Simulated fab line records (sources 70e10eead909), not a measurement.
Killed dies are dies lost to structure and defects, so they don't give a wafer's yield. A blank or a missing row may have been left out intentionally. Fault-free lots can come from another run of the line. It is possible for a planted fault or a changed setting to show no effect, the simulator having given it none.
Problem report in the 8D (eight disciplines) form, filled by code    flow nand_harc    the parts of the form that need people (team, actions taken, sign-off) are left out

== 1. THE ISSUE ==
Mean of oes_product_au at NHARC_A_SGD_CUT_ETCH_16: 1.053 a.u. across 3 wafers in 3 lots; on wafers with no fault it is 0.975 a.u. (standard deviation 0.015). That is +5.2 standard deviations from the usual mean.
The step: etches the open film in C4F8/O2/Ar, target depth 310.5 nm, time 155.2 s.
First observed at day 23 00:59: wafer L161.1, on rie_diel-05. At this step, 43 wafers from 15 lots have a number in the record. Rule for "out" (also "out of limits"): further than 4 standard deviations from the usual mean. Any other wafer with a number is counted as sound.

== 2. WHAT IT IS, AND WHAT IT ISN'T ==
question                     is                      is not
which readings at this step  oes_product_au          rf_vpp_V
which lots                   L161, L163, L165        L152, L153, L154, L157, L158, L159, L160, L162, L168, L172, L173, L174
which wafers of those lots   L161.1, L163.1, L165.1  L161.4, L161.5, L163.6, L165.5
read on which tools          rie_diel-05             rie_diel-10, rie_diel-13
when                         from day 23 00:59       up to then (23 sound wafers); but 17 sound wafers of L162, L163, L165, L168, L172, L173, L174 came after

== 3. THE SUSPECTS, EACH WITH WHAT RULES IT OUT ==
Counting: a tool at a process step up to the reading stays a suspect if it ran every lot that is out. Sound lots after the first of them don't rule it out here, since some wafers of a struck lot are sound.
- rie_diel-05 at NHARC_A_SGD_CUT_DESCUM_14 (chemistry O2, time 3 s): kept. Every lot that is out went through it, the first being L161 (day 23 00:01); the last sound lot it ran before that was L160 (day 22 23:50).
- rie_diel-05 at NHARC_A_SGD_CUT_ETCH_16 (etches the open film in C4F8/O2/Ar, target depth 310.5 nm, time 155.2 s): kept. Every lot that is out went through it, the first being L161 (day 23 00:59); the last sound lot it ran before that was L160 (day 23 00:46). Out on those wafers are its own readings of oes_product_au.
- In rie_diel-05 at NHARC_A_SGD_CUT_DESCUM_14, the wafers that are out were processed in chamber 2 and their sound lot-mates in chambers 0, 1, 3.
Left after counting: rie_diel-05 at NHARC_A_SGD_CUT_DESCUM_14, rie_diel-05 at NHARC_A_SGD_CUT_ETCH_16.

== 4. THE CAUSE (what the simulator had put in) ==
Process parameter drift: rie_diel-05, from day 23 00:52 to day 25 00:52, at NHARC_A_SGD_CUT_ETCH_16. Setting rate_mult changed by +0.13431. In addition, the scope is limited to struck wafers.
Of the 2 suspects that counting leaves, this tool is one.

== 5. THE CHAIN OF EFFECTS, in route order ==
Each row: a reading where the mean over the struck wafers with a number is more than 3 standard deviations away from the usual. Only readings whose record carries a usual standard deviation are examined. hours: median over the lots of the time between each lot's start at the first step of this table that gives one and its start at this step. sigmas: the change, counted in usual standard deviations.
hours  step                     reading         usual       on struck wafers  change  sigmas
0      NHARC_A_SGD_CUT_ETCH_16  oes_product_au  0.975 a.u.  1.053             +0.078  +5.2
Its process steps:
- NHARC_A_SGD_CUT_ETCH_16: etches the open film in C4F8/O2/Ar, target depth 310.5 nm, time 155.2 s.

== 6. HOW IT WOULD HAVE BEEN CAUGHT EARLIER ==
In this record the first reading out of limits was taken at day 23 00:59, 0 hours after the fault began at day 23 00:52.
